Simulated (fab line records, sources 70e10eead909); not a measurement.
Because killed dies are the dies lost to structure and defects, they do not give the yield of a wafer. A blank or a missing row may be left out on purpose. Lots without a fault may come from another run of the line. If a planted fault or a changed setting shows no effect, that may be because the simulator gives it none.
Matching of chambers    flow nand_harc    pecvd-03 running NHARC_A_M1_DEP_33: 3 sister chambers
The step deposits SiCN, target thk 30 nm. 3 wafers are shown with their chamber, then 10 later ones without.

## WAFERS WITH THEIR CHAMBER
wafer   chamber  heater_power_w (W)
L197.1  0        542
L202.1  1        502
L202.2  2        556

## WAFERS WITHOUT THEIR CHAMBER
wafer   heater_power_w (W)
L202.3  534
L199.1  517
L199.2  581
L199.3  576
L208.1  524
L208.4  553
L208.6  526
L209.1  510
L209.2  492
L209.5  504

## WHICH CHAMBER EACH WENT THROUGH
wafer    from the rows above            in truth
L202.3   can't be placed: 0 or 2 or 1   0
L199.1   can't be placed: 1 or 0 or 2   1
L199.2   can't be placed: 2 or 0        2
L199.3   can't be placed: 2 or 0        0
L208.1   can't be placed: 0 or 1 or 2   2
L208.4   can't be placed: 2 or 0        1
L208.6   can't be placed: 0 or 1 or 2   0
L209.1   can't be placed: 1 or 0        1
L209.2   1                              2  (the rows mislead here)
L209.5   1                              1
Correctly placed: 1 of 10. Not placeable from these rows: 8 (in 7, the candidates include the true chamber). Number placed wrongly: 1.
How it was worked out, from the rows above alone: a wafer's distance from a chamber is the root of the sum, over the readings, of the square of ((its reading less the chamber's mean) divided by the reading's scatter). The wafer belongs to the nearest chamber; if the next one is less than 2 further off, it can't be placed. A chamber's mean is the mean of its shown wafers. The scatter: with one shown wafer a chamber, the root of the mean of the squares of how far each hidden wafer lies from its nearest shown one.
